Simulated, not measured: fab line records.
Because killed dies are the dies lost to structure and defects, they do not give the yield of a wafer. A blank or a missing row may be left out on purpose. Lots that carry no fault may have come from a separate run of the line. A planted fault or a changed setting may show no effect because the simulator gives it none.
Comparing a struck lot with a sound one + flow nandHarc + 20 out of 1302 route steps
Sound: the wafers L303.2, L303.3, L303.6. Wafers L291.2, L291.3, L291.6 were the ones struck. The cause is given at the end.
Each step with rows lists, per side, the tool, then ch with its chambers, then its first start. Under that, the readings that differ: sound wafers + struck wafers + difference of the means + sigmas: that difference in standard deviations of wafers without a fault.
alike: a reading whose means differ by less than 2 such deviations, as well as words and numbers matching on both sides. not compared: withheld readings; readings where some wafer has no value; bounds like >300 that might hide an equal value; numbers whose values overlap and for which the record gives no deviation.
A row with sigmas, a row that says differs or no value, or rows on one side alone: a step with any of these is where the two part. Numbers that have no deviation but don't overlap get no sigmas and don't part them. A reading missing from all wafers of one side parts the sides only when that side holds two or more wafers.

NHARC_P_ZERO_WELL_CD_MEAS_37: target cd 720 nm.
  sound on cdSem-03 ch 0, day 7 20:18; struck on cdSem-01 ch 0, day 2 20:23
  alike: cdNm
then, 1 step without rows for these wafers: NHARC_P_ZERO_WELL_HARDBAKE_38 (time 80 s).
NHARC_P_ZERO_WELL_DESCUM_39: chemistry O2, time 3 s.
  sound on rieDiel-04 ch 0,1,2, day 7 20:28; struck on rieDiel-04 ch 0,2, day 2 20:34
  alike: drypumpMotorCurrentA, mfcArSccm, o2FlowSccm, oesProductAu, rfVppV, showerheadPlenumPTorr, throttleValvePct
  not compared: rfHoursCounterH
then, 9 steps without rows for these wafers: NHARC_P_ZERO_WELL_IMPLANT_40; NHARC_P_ZERO_WELL_IMPLANT_59; NHARC_P_ZERO_WELL_IMPLANT_60; NHARC_P_ZERO_WELL_STRIP_41 (strips in SPM, time 840 s); NHARC_P_ZERO_WELL_DEHYDRATE_44 (time 120 s); NHARC_P_ZERO_WELL_HMDS_45 (time 30 s); NHARC_P_ZERO_WELL_COAT_46; NHARC_P_ZERO_WELL_SOFTBAKE_47 (time 95 s); NHARC_P_ZERO_WELL_EBR_48.
NHARC_P_ZERO_WELL_EXPOSE_49: exposes mask P HVPW, target cd 2000 nm.
  sound on krfScanner-02 ch 0, day 7 21:50; struck on krfScanner-04 ch 0, day 2 21:52
| reading | sound                      | struck                              | difference | sigmas |
|---------|----------------------------|-------------------------------------|------------|--------|
| mask    | P_HVPW#0 P_HVPW#0 P_HVPW#0 | P_HVPW_R1#0 P_HVPW_R1#0 P_HVPW_R1#0 | differs    |        |
  alike: exposureDoseMJCm2
then, 2 steps without rows for these wafers: NHARC_P_ZERO_WELL_PEB_50 (peb time 85 s); NHARC_P_ZERO_WELL_DEVELOP_51 (time 70 s).
NHARC_P_ZERO_WELL_CD_MEAS_52: target cd 2000 nm.
  sound on cdSem-02 ch 0, day 7 21:59; struck on cdSem-03 ch 0, day 2 22:01
| reading   | sound                | struck               | difference | sigmas      |
|-----------|----------------------|----------------------|------------|-------------|
| cdNm (nm) | 1998.2 2000.3 1997.9 | 1526.6 1524.1 1523.8 | -474.0     | -99 or more |
then, 1 step without rows for these wafers: NHARC_P_ZERO_WELL_HARDBAKE_53 (time 80 s).
NHARC_P_ZERO_WELL_DESCUM_54: chemistry O2, time 3 s.
  sound on rieDiel-09 ch 0,2, day 7 22:09; struck on rieDiel-09 ch 2,3, day 2 22:11
| reading                     | sound          | struck         | difference | sigmas |
|-----------------------------|----------------|----------------|------------|--------|
| model.P_ZERO_WELL.cdNm (nm) | 1998 2000 1998 | 1526 1524 1523 | -474       |        |
  alike: drypumpMotorCurrentA, mfcArSccm, o2FlowSccm, oesProductAu, rfVppV, showerheadPlenumPTorr, throttleValvePct
  not compared: rfHoursCounterH
after that, 1 step had no rows for these wafers: NHARC_P_ZERO_WELL_IMPLANT_55.
-- jump in the record: it breaks off in module P_ZERO_WELL and resumes in module END (first step shown: number 1302 of the route), and 22 days separate the struck wafers' starts before and after --
NHARC_END_SORT_01:
  sound on prober-01 ch 0, day 30 18:57; struck on prober-02 ch 0, day 25 04:52
| reading           | sound | struck      | difference | sigmas      |
|-------------------|-------|-------------|------------|-------------|
| killedAtPeriphery | 6     | 588 588 576 | +578       | +99 or more |
| killedDies        | 92    | 660 657 665 | +569       | +28         |
  alike: killedAtArray, killedAtOther, killedOpen, killedShort

== WHERE THEY PART ==
First at NHARC_P_ZERO_WELL_EXPOSE_49; last, within this record, at NHARC_END_SORT_01.

WHY: whatever the simulator had introduced
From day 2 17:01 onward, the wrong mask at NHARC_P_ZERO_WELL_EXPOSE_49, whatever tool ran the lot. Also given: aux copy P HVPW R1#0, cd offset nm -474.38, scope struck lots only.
